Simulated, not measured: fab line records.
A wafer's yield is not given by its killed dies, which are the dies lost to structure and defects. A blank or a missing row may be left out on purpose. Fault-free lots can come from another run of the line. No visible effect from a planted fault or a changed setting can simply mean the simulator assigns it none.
Which tool is to blame? | flow n5-finfet | 25 wafers from 9 lots sampled at 6 of the route's 1938 steps

== WHAT THE GAUGES SHOWED, per wafer ==
N5_GATE_CUT_THK_MEAS_24.
lot  | measured     | on            | GC_FILL_THK (nm)
L834 | day 5 03:50  | film-metro-01 | 219.7 224.2 218.8
L835 | day 5 09:43  | film-metro-01 | 218.0 223.3 224.5
L838 | day 6 01:48  | film-metro-01 | 220.1 223.4
L839 | day 6 11:49  | film-metro-02 | 225.9 217.4
L840 | day 6 18:33  | film-metro-02 | 223.4 224.0 219.6
L842 | day 7 06:59  | film-metro-01 | 219.3 221.4 219.5
L843 | day 7 08:09  | film-metro-01 | 220.0 219.3 224.5
L853 | day 10 01:55 | film-metro-01 | 216.0 184.9 218.5
L854 | day 10 03:08 | film-metro-01 | 185.9 183.4 222.2

== TOOL THAT RAN EACH LOT (tool first, then ch and the chambers of the sampled wafers, then the start) ==
lot  | N5_GATE_CUT_HM_DEP_46          | N5_GATE_CUT_DESCUM_18             | N5_GATE_CUT_ETCH_36               | N5_GATE_CUT_ETCH_37               | N5_GATE_CUT_HM_OPEN_40
L834 | pecvd-04 ch 0,1,2, day 5 00:38 | rie-diel-06 ch 0,2, day 5 01:13   | rie-diel-06 ch 0,2, day 5 01:17   | rie-diel-06 ch 0,2, day 5 01:18   | rie-diel-06 ch 0,2, day 5 01:23
L835 | pecvd-01 ch 0,1,2, day 5 06:34 | rie-diel-03 ch 1,3, day 5 07:05   | rie-diel-03 ch 1,3, day 5 07:08   | rie-diel-03 ch 1,3, day 5 07:10   | rie-diel-03 ch 1,3, day 5 07:15
L838 | pecvd-02 ch 0, day 5 22:36     | rie-diel-03 ch 2,3, day 5 23:08   | rie-diel-03 ch 2,3, day 5 23:11   | rie-diel-03 ch 2,3, day 5 23:13   | rie-diel-03 ch 2,3, day 5 23:18
L839 | pecvd-04 ch 0,2, day 6 08:45   | rie-diel-06 ch 1,3, day 6 09:11   | rie-diel-06 ch 1,3, day 6 09:15   | rie-diel-06 ch 1,3, day 6 09:16   | rie-diel-06 ch 1,3, day 6 09:22
L840 | pecvd-04 ch 0,2, day 6 15:28   | rie-diel-03 ch 1,2, day 6 15:55   | rie-diel-03 ch 1,2, day 6 15:58   | rie-diel-03 ch 1,2, day 6 16:00   | rie-diel-03 ch 1,2, day 6 16:05
L842 | pecvd-01 ch 0,1,2, day 7 03:55 | rie-diel-05 ch 0,1, day 7 04:22   | rie-diel-05 ch 0,1, day 7 04:25   | rie-diel-05 ch 0,1, day 7 04:26   | rie-diel-05 ch 0,1, day 7 04:32
L843 | pecvd-04 ch 0,2, day 7 04:32   | rie-diel-05 ch 1,2,3, day 7 05:11 | rie-diel-05 ch 1,2,3, day 7 05:14 | rie-diel-05 ch 1,2,3, day 7 05:16 | rie-diel-05 ch 1,2,3, day 7 05:21
L853 | pecvd-01 ch 0,1,2, day 9 22:50 | rie-diel-06 ch 1,2, day 9 23:16   | rie-diel-06 ch 1,2, day 9 23:20   | rie-diel-06 ch 1,2, day 9 23:21   | rie-diel-06 ch 1,2, day 9 23:26
L854 | pecvd-01 ch 0,1, day 9 23:53   | rie-diel-06 ch 0,1, day 10 00:28  | rie-diel-06 ch 0,1, day 10 00:31  | rie-diel-06 ch 0,1, day 10 00:32  | rie-diel-06 ch 0,1, day 10 00:37
- N5_GATE_CUT_HM_DEP_46: deposits SiO2 from TEOS/O2, target thk 130 nm, time 26.6 s.
- N5_GATE_CUT_DESCUM_18: chemistry O2, time 7 s.
- N5_GATE_CUT_ETCH_36: etches SiARC in CF4, target depth 13 nm, time 21.7 s.
- N5_GATE_CUT_ETCH_37: etches SOC in N2/H2, target depth 60 nm, overetch 12 nm, time 90 s.
- N5_GATE_CUT_HM_OPEN_40: chemistry C4F6/O2, target SiO2, target depth 139 nm, time 85.1 s.

== THE ANSWER, worked out from the rows above alone ==
Rule: the lots themselves supply what counts as usual. The widest of any qualifying gaps counts: lots, ordered by their means at a reading, are off when they make up no more than a third of the lots, leave a main group of 4 or more, and stand apart from it by 3 or more times the standard deviation of that group's means. Not used: any main group whose means are identical at the precision the tables above print for the reading. A lot without any number at a reading at which 4 lots or more have one is off too. The other lots that the step has rows for count as sound.
Off: L853, L854, at N5_GATE_CUT_THK_MEAS_24 (GC_FILL_THK). Mean 221.4 nm and standard deviation 0.7 in the main group.
If a tool, at a process step before that reading, ran all the lots that are off and no sound lot after the first of them, it fits. Those tools and the gauges at N5_GATE_CUT_THK_MEAS_24 are tried in the same way. Can't be told from this: 3 tools fit, pecvd-01 at N5_GATE_CUT_HM_DEP_46, rie-diel-06 at N5_GATE_CUT_DESCUM_18 and N5_GATE_CUT_ETCH_36 and N5_GATE_CUT_ETCH_37 and N5_GATE_CUT_HM_OPEN_40, film-metro-01 at N5_GATE_CUT_THK_MEAS_24.

== WHAT THE SIMULATOR PUT IN ==
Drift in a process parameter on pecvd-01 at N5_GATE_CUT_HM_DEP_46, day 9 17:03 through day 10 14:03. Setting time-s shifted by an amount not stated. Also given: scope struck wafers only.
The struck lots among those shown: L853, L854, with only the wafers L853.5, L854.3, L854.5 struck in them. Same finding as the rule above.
